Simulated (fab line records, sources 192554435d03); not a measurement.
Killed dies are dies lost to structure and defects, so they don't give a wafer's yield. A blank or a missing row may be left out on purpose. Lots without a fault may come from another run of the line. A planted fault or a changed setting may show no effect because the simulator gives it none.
Chamber matching | flow n5_finfet | N5_BEOL_M11_STRIP_36 on rie_diel-03: 4 sister chambers
The step strips in N2/H2. 4 wafers are shown with their chamber, then 9 later ones without.

WAFERS WITH THEIR CHAMBER
wafer  | chamber | showerhead_plenum_p_Torr (Torr)
L086.1 | 3       | 2.61
L086.5 | 2       | 2.56
L091.5 | 0       | 2.40
L091.6 | 1       | 2.49

WAFERS WITHOUT THEIR CHAMBER
wafer  | showerhead_plenum_p_Torr (Torr)
L092.2 | 2.60
L092.3 | 2.40
L092.5 | 2.60
L095.3 | 2.40
L095.4 | 2.49
L095.5 | 2.40
L096.3 | 2.60
L096.5 | 2.55
L096.6 | 2.49

WHICH CHAMBER EACH WENT THROUGH
wafer  | from the rows above | in truth
L092.2 | 3                   | 3
L092.3 | 0                   | 0
L092.5 | 3                   | 3
L095.3 | 0                   | 0
L095.4 | 1                   | 1
L095.5 | 0                   | 0
L096.3 | 3                   | 3
L096.5 | 2                   | 2
L096.6 | 1                   | 1
Placed correctly: 9 of 9. Can't be placed from these rows: 0. Placed wrongly: 0.
How it was worked out, from the rows above alone: a wafer's distance from a chamber is the root of the sum, over the readings, of the square of ((its reading less the chamber's mean) divided by the reading's scatter). The wafer belongs to the nearest chamber; if the next one is less than 2 further off, it can't be placed. A chamber's mean is the mean of its shown wafers. The scatter: with one shown wafer a chamber, the root of the mean of the squares of how far each hidden wafer lies from its nearest shown one.
